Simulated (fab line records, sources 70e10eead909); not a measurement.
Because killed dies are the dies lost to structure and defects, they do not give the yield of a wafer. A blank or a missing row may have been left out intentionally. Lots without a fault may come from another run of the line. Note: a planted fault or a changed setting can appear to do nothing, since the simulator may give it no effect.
fab line records -- flow nandHarc
record lots=6, wafers=18, lastDay=33
route steps=1302 shown P_ZERO_WELL@61 P_STI@69 END@1302
lots with no fault: from the same line, run without faults
startH: hours from the record's first day to the start of the lot's first wafer shown -- waitH: hours since the lot's step before -- " unchanged from the row above -- L1.1+2: one row covering several wafers at once -- - no value, or no start given -- * or withheld: withheld -- < > ~ a bound
route shown NAME@n: names a module that has steps shown in the file, with the first one's number in the route -- usual: the fault-free wafers' mean and standard deviation -- same: alike in all rows -- chamber/n: place in a boat -- sites: per-site readings -- _std_site: standard deviation of those values -- _edge_site: inner sites' mean taken away from outer sites' mean -- radiusMm: for every site, how far away it sits from the centre of the wafer -- mask NAME#n: copy n -- behind: the last tool/chamber to shape the wafer -- hold: cause of the lot's hold/its duration in hours/its outcome -- device: which transistor (n, p or np) failed to switch -- end of line: tests run on the same wafers once the route is complete -- a step without rows: its recipe alone -- killed: the dies lost at the first sort to structure and to defects; this is not the yield of the wafer -- map: a wafer's dies, x killed, . not, _ none there
set.NAME: setting as actually run; set.NAME@STEP: the setting as run at that earlier step -- model.NAME: the simulator's own value behind a step, which no gauge read
lots at selected steps of the route; one table per step, one row per wafer
services: from which hour (startH, from the record's first day; less than 0 if before it) a tool's chamber was out of use, for how many hours, and why
## steps
# step NHARC_P_ZERO_WELL_DESCUM_54
# recipe timeS=3, o2FlowSccm=200, arFlowSccm=0, biasPowerW=0, chemistry=O2
# usual drypumpMotorCurrentA=5.9/0.63, oesProductAu=1.001/0.0089, rfVppV=57.8/0.93, showerheadPlenumPTorr=1.91/0.067, throttleValvePct=11.312/0.0099
lot.wafer,tool,chamber,startH,waitH,drypumpMotorCurrentA,oesProductAu,rfHoursCounterH,rfVppV,showerheadPlenumPTorr,throttleValvePct
L487.2,rieDiel-06,1,35.85,-,6.1,0.989,23,57.7,1.97,11.300
L487.5,rieDiel-06,0,35.85,-,6.8,0.989,-,56.4,1.89,11.313
L487.6,rieDiel-06,1,35.85,-,6.1,0.985,-,57.7,1.97,11.316
L488.1,rieDiel-10,3,46.04,-,5.3,1.014,49,59.1,2.06,11.315
L488.3,rieDiel-10,1,46.04,-,5.8,1.003,47,58.9,1.83,11.322
L488.6,rieDiel-10,2,46.04,-,5.1,1.004,-,59.1,1.86,11.320
L494.1,rieDiel-01,3,106.04,-,6.2,1.002,27,58.1,1.92,11.310
L494.4,rieDiel-01,0,106.04,-,6.7,0.995,27,58.2,2.01,11.300
L494.5,rieDiel-01,3,106.04,-,6.2,1.002,-,58.6,1.92,11.318
L495.3,rieDiel-06,2,115.67,-,5.9,0.998,48,58.1,1.83,11.294
L495.6,rieDiel-06,0,115.67,-,6.8,0.992,-,57.7,1.88,11.314
L495.5,rieDiel-06,1,115.67,-,6.1,1.000,-,58.8,1.96,11.315
L503.3,rieDiel-06,3,195.90,-,5.4,0.988,13,57.9,1.90,11.296
L503.4,rieDiel-06,0,195.90,-,6.8,0.993,12,57.7,1.88,11.309
L503.2,rieDiel-06,1,195.90,-,6.1,0.992,12,59.5,1.95,11.318
L508.1,rieDiel-01,0,246.05,-,6.7,1.007,10,59.6,2.00,11.308
L508.4,rieDiel-01,1,246.05,-,6.3,1.003,7,59.8,1.83,11.320
L508.2,rieDiel-01,2,246.05,-,4.8,0.990,13,58.2,1.90,11.312
# step NHARC_P_ZERO_WELL_IMPLANT_55
# recipe energyKev=180, doseCm2=8e+11, tiltDeg=7
# step NHARC_P_ZERO_WELL_IMPLANT_61
# recipe energyKev=30, doseCm2=5e+11, tiltDeg=7
# step NHARC_P_ZERO_WELL_STRIP_56
# recipe timeS=840, tempC=130, chemistry=SPM
# step NHARC_P_ZERO_WELL_PRECLEAN_68
# recipe timeS=60, tempC=50, bathAgeMin=0, chemistry=SC1
# step NHARC_P_ZERO_WELL_SRD_69
# step NHARC_P_ZERO_WELL_RTA_42
# recipe tempC=1100, timeS=300
# usual lampPowerPct=35.2/0.65, lamp_zone_2_pct=35.2/0.64, wafer_temp_C_max=1105.0/1
lot.wafer,tool,chamber,startH,waitH,lampPowerPct,lamp_zone_2_pct,wafer_temp_C_max
L487.2,rtpAnneal-02,0,36.93,-,34.6,34.6,1104.3
L487.5,rtpAnneal-02,0,36.93,-,34.5,34.6,1105.2
L487.6,rtpAnneal-02,0,36.93,-,34.6,34.7,1104.8
L488.1,rtpAnneal-01,0,47.00,-,35.8,35.8,1104.5
L488.3,rtpAnneal-01,0,47.00,-,35.9,35.8,1106.6
L488.6,rtpAnneal-01,0,47.00,-,35.8,35.8,1103.1
L494.1,rtpAnneal-02,0,107.00,-,34.6,34.6,1104.9
L494.4,rtpAnneal-02,0,107.00,-,34.6,34.6,1105.9
L494.5,rtpAnneal-02,0,107.00,-,34.6,34.6,1104.7
L495.3,rtpAnneal-02,0,116.84,-,34.6,34.6,1106.3
L495.5,rtpAnneal-02,0,116.84,-,34.6,34.6,1105.3
L495.6,rtpAnneal-02,0,116.84,-,34.6,34.6,1104.1
L503.2,rtpAnneal-02,0,197.06,-,34.6,34.6,1107.2
L503.3,rtpAnneal-02,0,197.06,-,34.6,34.6,1104.7
L503.4,rtpAnneal-02,0,197.06,-,34.6,34.7,1105.5
L508.1,rtpAnneal-01,0,247.03,-,35.9,36.0,1106.2
L508.2,rtpAnneal-01,0,247.03,-,35.9,35.9,1103.7
L508.4,rtpAnneal-01,0,247.03,-,36.0,35.8,1103.5
# step NHARC_P_ZERO_WELL_INSPECT_43
# usual rawDefectCount=13/6.5
lot.wafer,tool,chamber,startH,waitH,rawDefectCount
L487.2,defectInspect-01,-,37.51,0.5,29
L487.5,defectInspect-01,-,37.51,0.5,12
L487.6,defectInspect-01,-,37.51,0.5,18
L488.1,defectInspect-01,-,47.67,0.6,12
L488.3,defectInspect-01,-,47.67,0.6,6
L488.6,defectInspect-01,-,47.67,0.6,28
L494.1,defectInspect-01,-,107.68,0.6,8
L494.4,defectInspect-01,-,107.68,0.6,7
L494.5,defectInspect-01,-,107.68,0.6,20
L495.3,defectInspect-02,-,117.30,0.4,7
L495.5,defectInspect-02,-,117.30,0.4,11
L495.6,defectInspect-02,-,117.30,0.4,16
L503.2,defectInspect-01,-,197.64,0.5,30
L503.3,defectInspect-01,-,197.64,0.5,36
L503.4,defectInspect-01,-,197.64,0.5,26
L508.1,defectInspect-01,-,247.71,0.6,7
L508.2,defectInspect-01,-,247.71,0.6,8
L508.4,defectInspect-01,-,247.71,0.6,14
# step NHARC_P_STI_ETCH_26
# recipe targetDepthA=110, chemistry=dHF, material=SiO2
# step NHARC_P_STI_PRECLEAN_27
# recipe timeS=*, tempC=50, bathAgeMin=0, chemistry=SC1
# step NHARC_P_STI_SRD_28
# step NHARC_P_STI_OXIDE_29
# recipe targetThkA=100, tempC=900, oxTimeS=1362, material=SiO2
# step NHARC_P_STI_HM_DEP_30
# recipe targetThkA=800, tempC=790, pressureMtorr=300, timeS=873, material=Si3N4
# usual pressureMtorr=299.9/0.65, runLengthS=895/14, spikeTcLowerC=790.2/1.1, spikeTcTopC=804.0/0.93, spikeTcUpperC=789.8/1.4, zonePowerTopPct=27/3.5
lot.wafer,tool,chamber,startH,waitH,pressureMtorr,runLengthS,spikeTcLowerC,spikeTcTopC,spikeTcUpperC,zonePowerTopPct
L487.2,lpcvd-02,0,48.26,3.5,300.3,881,788.8,804.1,790.1,24
L487.5,lpcvd-02,0,48.26,3.5,298.8,881,790.7,805.2,787.6,24
L487.6,lpcvd-02,0,48.26,3.5,299.4,881,790.1,802.9,787.5,24
L488.1,lpcvd-01,1,58.09,3.5,300.4,882,790.7,805.3,789.6,29
L488.3,lpcvd-01,1,58.09,3.5,300.1,882,790.8,802.5,791.0,29
L488.6,lpcvd-01,1,58.09,3.5,299.6,882,792.7,804.9,789.8,30
L494.1,lpcvd-02,0,118.18,3.5,-,-,-,-,-,-
L494.4,lpcvd-02,0,118.18,3.5,-,-,-,-,-,-
L494.5,lpcvd-02,0,118.18,3.5,-,-,-,-,-,-
L495.3,lpcvd-02,0,129.22,3.5,-,-,-,-,-,-
L495.5,lpcvd-02,0,129.22,3.5,-,-,-,-,-,-
L495.6,lpcvd-02,0,129.22,3.5,-,-,-,-,-,-
L503.2,lpcvd-01,0,208.51,3.8,300.5,916,790.5,803.5,788.8,24
L503.3,lpcvd-01,0,208.51,3.8,299.3,916,790.9,803.3,790.4,24
L503.4,lpcvd-01,0,208.51,3.8,300.2,916,789.8,802.6,788.6,24
L508.1,lpcvd-02,1,258.84,3.5,299.6,896,791.4,805.0,792.2,32
L508.2,lpcvd-02,1,258.84,3.5,300.0,896,789.1,802.9,790.3,32
L508.4,lpcvd-02,1,258.84,3.5,300.1,896,790.2,804.2,790.8,31
# step NHARC_P_STI_DEHYDRATE_01
# recipe tempC=150, timeS=120
# step NHARC_END_SORT_01
# recipe tempC=25
# usual killedAtArray=54/18, killedAtOther=0.9/1.2, killedAtPeriphery=4.4/2.9, killedDies=59/18, killedOpen=3.2/1.8, killedShort=2.6/1.8
# same grossDies=677
lot.wafer,tool,chamber,startH,waitH,hold,killedAtArray,killedAtOther,killedAtPeriphery,killedDies,killedOpen,killedShort
L487.2,prober-02,0,574.63,2.8,-,79,0,5,84,8,5
L487.5,prober-02,0,577.06,3.7,-,73,1,4,78,5,5
L487.6,prober-02,0,577.87,4.0,-,72,0,6,78,5,2
L488.1,prober-02,0,584.00,2.5,-,64,2,10,76,3,5
L488.3,prober-02,0,585.60,3.1,-,65,1,4,70,3,0
L488.6,prober-02,0,588.00,4.0,-,67,0,7,74,3,4
L494.1,prober-02,0,664.43,2.5,awaitDispo/2.5h/scrap,49,6,622,677,5,1
L494.4,prober-02,0,666.84,3.4,awaitDispo/2.5h/scrap,42,0,635,677,4,1
L494.5,prober-02,0,667.65,3.7,awaitDispo/2.5h/scrap,39,1,637,677,0,1
L495.3,prober-02,0,714.14,3.1,awaitDispo/1.3h/scrap,66,0,611,677,4,1
L495.5,prober-02,0,715.73,3.7,awaitDispo/1.3h/scrap,66,0,611,677,3,1
L495.6,prober-02,0,716.53,4.0,awaitDispo/1.3h/scrap,52,0,625,677,1,2
L503.2,prober-02,0,744.61,2.8,-,61,0,8,69,4,0
L503.3,prober-02,0,745.41,3.1,-,74,0,3,77,5,0
L503.4,prober-02,0,746.22,3.4,-,64,0,7,71,1,2
L508.1,prober-02,0,791.76,2.5,-,69,1,1,71,1,3
L508.2,prober-02,0,792.57,2.8,-,76,2,1,79,8,2
L508.4,prober-02,0,794.19,3.4,-,91,0,7,98,3,3
# killed by level:class
L487.2 A_CHANNEL_HOLE_D1:chamberFilmFlake=29 A_SLIT:chamberFilmFlake=29 A_CHANNEL_HOLE_D2:chamberFilmFlake=4 A_CONTACT:chamberFilmFlake=4 P_CONTACT:geometricParticle:open=3 P_M0:geometricParticle:open=2 A_CHANNEL_FILL_D2:geometricParticle:short=2 A_STAIRCASE:chamberFilmFlake=2
L487.5 A_CHANNEL_HOLE_D1:chamberFilmFlake=32 A_SLIT:chamberFilmFlake=23 A_CHANNEL_HOLE_D2:chamberFilmFlake=6 A_CONTACT:chamberFilmFlake=4 P_CONTACT:geometricParticle:open=2 A_CHANNEL_FILL_D1:geometricParticle:short=2 P_STI:geometricParticle:short=1 P_M0:geometricParticle:open=1
L487.6 A_SLIT:chamberFilmFlake=24 A_CHANNEL_HOLE_D1:chamberFilmFlake=23 A_CHANNEL_HOLE_D2:chamberFilmFlake=11 A_STAIRCASE:chamberFilmFlake=3 A_CONTACT:chamberFilmFlake=3 P_M0:geometricParticle:open=2 P_CONTACT:geometricParticle:open=1 A_DECK1_JOINT:geometricParticle:open=1
L488.1 A_SLIT:chamberFilmFlake=26 A_CHANNEL_HOLE_D2:chamberFilmFlake=18 A_CONTACT:chamberFilmFlake=6 P_GATE:chamberFilmFlake=5 P_CONTACT:chamberFilmFlake=3 A_CHANNEL_HOLE_D1:chamberFilmFlake=3 A_ZERO_WELL:chamberFilmFlake=2 A_STAIRCASE:chamberFilmFlake=2
L488.3 A_SLIT:chamberFilmFlake=35 A_CHANNEL_HOLE_D2:chamberFilmFlake=23 A_CONTACT:chamberFilmFlake=3 P_CONTACT:chamberFilmFlake=2 A_DECK1_JOINT:geometricParticle:open=1 A_CHANNEL_HOLE_D2:geometricParticle:open=1 A_SGD_CUT:geometricParticle:open=1 P_STI:chamberFilmFlake=1
L488.6 A_SLIT:chamberFilmFlake=31 A_CHANNEL_HOLE_D2:chamberFilmFlake=23 P_CONTACT:chamberFilmFlake=6 A_STAIRCASE:chamberFilmFlake=3 A_ONON_D1:geometricParticle:short=2 A_ZERO_WELL:chamberFilmFlake=2 A_DECK1_JOINT:geometricParticle:short=1 A_DECK1_JOINT:geometricParticle:open=1
L494.1 P_STI:areaDep=620 A_CHANNEL_HOLE_D1:chamberFilmFlake=26 A_CHANNEL_HOLE_D2:chamberFilmFlake=14 HYBRID_BOND:chamberFilmFlake=5 A_WL_FILL:geometricParticle:open=2 P_M0:geometricParticle:short=1 A_DECK1_JOINT:geometricParticle:open=1 A_BLC:geometricParticle:open=1
L494.4 P_STI:areaDep=634 A_CHANNEL_HOLE_D1:chamberFilmFlake=20 A_CHANNEL_HOLE_D2:chamberFilmFlake=12 A_CHANNEL_FILL_D1:chamberFilmFlake=2 A_CONTACT:chamberFilmFlake=2 P_CONTACT:geometricParticle:open=1 A_ONON_D2:geometricParticle:open=1 A_WL_FILL:geometricParticle:short=1
L494.5 P_STI:areaDep=634 A_CHANNEL_HOLE_D1:chamberFilmFlake=20 A_CHANNEL_HOLE_D2:chamberFilmFlake=15 A_DECK1_JOINT:geometricParticle:short=1 P_ZERO_WELL:chamberFilmFlake=1 P_STI:chamberFilmFlake=1 P_GATE:chamberFilmFlake=1 A_SLIT:chamberFilmFlake=1
L495.3 P_STI:areaDep=611 A_SLIT:chamberFilmFlake=26 A_CHANNEL_HOLE_D2:chamberFilmFlake=21 A_CHANNEL_HOLE_D1:chamberFilmFlake=5 A_WL_FILL:chamberFilmFlake=5 A_M0:geometricParticle:open=2 A_CHANNEL_HOLE_D1:geometricParticle:open=1 A_DECK1_JOINT:geometricParticle:short=1
L495.5 P_STI:areaDep=610 A_SLIT:chamberFilmFlake=37 A_CHANNEL_HOLE_D2:chamberFilmFlake=20 A_CHANNEL_HOLE_D1:chamberFilmFlake=3 A_CHANNEL_HOLE_D1:geometricParticle:open=2 A_ONON_D2:geometricParticle:short=1 A_CONTACT:geometricParticle:open=1 P_STI:chamberFilmFlake=1
L495.6 P_STI:areaDep=622 A_SLIT:chamberFilmFlake=27 A_CHANNEL_HOLE_D2:chamberFilmFlake=16 A_BLC:chamberFilmFlake=2 A_DECK1_JOINT:geometricParticle:short=1 A_SGD_CUT:geometricParticle:short=1 A_M1:geometricParticle:open=1 P_ZERO_WELL:chamberFilmFlake=1
L503.2 A_SLIT:chamberFilmFlake=29 A_CHANNEL_HOLE_D1:chamberFilmFlake=23 P_M1:chamberFilmFlake=6 A_CHANNEL_FILL_D1:geometricParticle:open=2 A_STAIRCASE:chamberFilmFlake=2 A_CONTACT:chamberFilmFlake=2 A_CHANNEL_HOLE_D1:geometricParticle:open=1 A_CHANNEL_FILL_D2:geometricParticle:open=1
L503.3 A_SLIT:chamberFilmFlake=33 A_CHANNEL_HOLE_D1:chamberFilmFlake=24 A_CONTACT:chamberFilmFlake=8 P_M1:chamberFilmFlake=2 A_STAIRCASE:chamberFilmFlake=2 P_M0:geometricParticle:open=1 A_CHANNEL_FILL_D1:geometricParticle:open=1 A_DECK1_JOINT:geometricParticle:open=1
L503.4 A_CHANNEL_HOLE_D1:chamberFilmFlake=27 A_SLIT:chamberFilmFlake=25 P_M1:chamberFilmFlake=4 A_CONTACT:chamberFilmFlake=4 A_STAIRCASE:chamberFilmFlake=3 P_STI:chamberFilmFlake=2 P_STI:geometricParticle:short=1 A_ONON_D2:geometricParticle:open=1
L508.1 A_SLIT:chamberFilmFlake=18 A_CHANNEL_HOLE_D2:chamberFilmFlake=18 A_CHANNEL_HOLE_D1:chamberFilmFlake=10 A_M1:chamberFilmFlake=9 A_STAIRCASE:chamberFilmFlake=3 A_WL_FILL:chamberFilmFlake=3 A_CONTACT:chamberFilmFlake=3 A_ONON_D1:geometricParticle:short=2
L508.2 A_SLIT:chamberFilmFlake=24 A_CHANNEL_HOLE_D2:chamberFilmFlake=18 A_CHANNEL_HOLE_D1:chamberFilmFlake=12 A_M1:chamberFilmFlake=6 A_STAIRCASE:chamberFilmFlake=3 A_ONON_D1:geometricParticle:open=2 A_CONTACT:chamberFilmFlake=2 A_ONON_D1:geometricParticle:short=1
L508.4 A_SLIT:chamberFilmFlake=34 A_CHANNEL_HOLE_D2:chamberFilmFlake=29 A_CHANNEL_HOLE_D1:chamberFilmFlake=7 A_WL_FILL:chamberFilmFlake=4 A_DECK1_JOINT:chamberFilmFlake=4 A_CONTACT:chamberFilmFlake=4 A_STAIRCASE:chamberFilmFlake=3 P_ZERO_WELL:chamberFilmFlake=2
# map L494.1 (x killed, . not)
____________x____________
_________xxxxxxx_________
_______xxxxxxxxxxx_______
______xxxxxxxxxxxxx______
_____xxxxxxxxxxxxxxx_____
____xxxxxxxxxxxxxxxxx____
____xxxxxxxxxxxxxxxxx____
___xxxxxxxxxxxxxxxxxxx___
___xxxxxxxxxxxxxxxxxxx___
__xxxxxxxxxxxxxxxxxxxxx__
__xxxxxxxxxxxxxxxxxxxxx__
_xxxxxxxxxxxxxxxxxxxxxxx_
_xxxxxxxxxxxxxxxxxxxxxxx_
_xxxxxxxxxxxxxxxxxxxxxxx_
_xxxxxxxxxxxxxxxxxxxxxxx_
_xxxxxxxxxxxxxxxxxxxxxxx_
xxxxxxxxxxxxxxxxxxxxxxxxx
xxxxxxxxxxxxxxxxxxxxxxxxx
xxxxxxxxxxxxxxxxxxxxxxxxx
xxxxxxxxxxxxxxxxxxxxxxxxx
xxxxxxxxxxxxxxxxxxxxxxxxx
_xxxxxxxxxxxxxxxxxxxxxxx_
_xxxxxxxxxxxxxxxxxxxxxxx_
_xxxxxxxxxxxxxxxxxxxxxxx_
_xxxxxxxxxxxxxxxxxxxxxxx_
_xxxxxxxxxxxxxxxxxxxxxxx_
__xxxxxxxxxxxxxxxxxxxxx__
__xxxxxxxxxxxxxxxxxxxxx__
___xxxxxxxxxxxxxxxxxxx___
___xxxxxxxxxxxxxxxxxxx___
____xxxxxxxxxxxxxxxxx____
____xxxxxxxxxxxxxxxxx____
_____xxxxxxxxxxxxxxx_____
______xxxxxxxxxxxxx______
_______xxxxxxxxxxx_______
_________xxxxxxx_________
____________x____________
# map L495.3 (x killed, . not)
____________x____________
_________xxxxxxx_________
_______xxxxxxxxxxx_______
______xxxxxxxxxxxxx______
_____xxxxxxxxxxxxxxx_____
____xxxxxxxxxxxxxxxxx____
____xxxxxxxxxxxxxxxxx____
___xxxxxxxxxxxxxxxxxxx___
___xxxxxxxxxxxxxxxxxxx___
__xxxxxxxxxxxxxxxxxxxxx__
__xxxxxxxxxxxxxxxxxxxxx__
_xxxxxxxxxxxxxxxxxxxxxxx_
_xxxxxxxxxxxxxxxxxxxxxxx_
_xxxxxxxxxxxxxxxxxxxxxxx_
_xxxxxxxxxxxxxxxxxxxxxxx_
_xxxxxxxxxxxxxxxxxxxxxxx_
xxxxxxxxxxxxxxxxxxxxxxxxx
xxxxxxxxxxxxxxxxxxxxxxxxx
xxxxxxxxxxxxxxxxxxxxxxxxx
xxxxxxxxxxxxxxxxxxxxxxxxx
xxxxxxxxxxxxxxxxxxxxxxxxx
_xxxxxxxxxxxxxxxxxxxxxxx_
_xxxxxxxxxxxxxxxxxxxxxxx_
_xxxxxxxxxxxxxxxxxxxxxxx_
_xxxxxxxxxxxxxxxxxxxxxxx_
_xxxxxxxxxxxxxxxxxxxxxxx_
__xxxxxxxxxxxxxxxxxxxxx__
__xxxxxxxxxxxxxxxxxxxxx__
___xxxxxxxxxxxxxxxxxxx___
___xxxxxxxxxxxxxxxxxxx___
____xxxxxxxxxxxxxxxxx____
____xxxxxxxxxxxxxxxxx____
_____xxxxxxxxxxxxxxx_____
______xxxxxxxxxxxxx______
_______xxxxxxxxxxx_______
_________xxxxxxx_________
____________x____________
## services
tool,chamber,startH,hours,kind
rtpAnneal-02,-,12.14,12.0,pm
rieDiel-10,2,12.69,5.9,repair
lpcvd-01,-,26.34,26.0,pm
rieDiel-01,-,26.80,9.0,pm
rieDiel-06,0,35.72,-,clean
rieDiel-06,1,35.72,-,clean
rieDiel-01,2,36.49,17.9,repair
rieDiel-06,1,45.70,15.8,repair
rieDiel-01,1,54.56,3.8,repair
rieDiel-10,-,65.56,9.0,pm
rieDiel-06,3,72.08,14.6,repair
rieDiel-06,-,106.07,0.4,repair
rieDiel-01,0,109.05,4.0,repair
rieDiel-06,-,130.26,9.0,pm
rieDiel-01,-,136.20,0.4,repair
lpcvd-01,-,153.60,5.6,repair
rieDiel-06,-,172.71,0.1,repair
rieDiel-06,3,175.54,5.8,repair
rieDiel-01,3,190.74,4.7,repair
rieDiel-01,1,202.55,22.3,repair
rieDiel-01,-,203.80,9.0,pm
rtpAnneal-02,-,217.08,1.5,repair
lpcvd-02,-,223.69,2.3,repair
rieDiel-10,-,242.56,9.0,pm
## key
firstSign step=NHARC_P_STI_HM_DEP_30, reading=toolRecord, direction=missing
effect step=NHARC_END_SORT_01, reading=killedAtPeriphery, direction=up, sigmas=99+, usual=4.4, struck=623.5
moreKillsBornAt NHARC_P_STI_HM_DEP_30@lpcvd-02=3731
metAt NHARC_P_STI_HM_DEP_30
struckWafers L494.1,L494.4,L494.5,L495.3,L495.5,L495.6
laterRowsLeftOut L494.1,L494.4,L494.5,L495.3,L495.5,L495.6
testerLeftOut L494,L495
onsetBetween 48.26 118.18
fault kind=skippedStepWhole, tool=lpcvd-02, chamber=-, onsetH=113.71, steps=NHARC_P_STI_HM_DEP_30, scope=struckLotsOnly
# testerLeftOut: of these lots the tester's yield and bins aren't shown, on N5 and GAA mostly nor the transistor test; their killed dies are dies lost to structure and defects alone, not to doping, threshold or leakage, so they don't give the yield
# laterRowsLeftOut: the simulator's readings of these wafers behind a module that went badly wrong aren't trusted and aren't shown, but for the sort
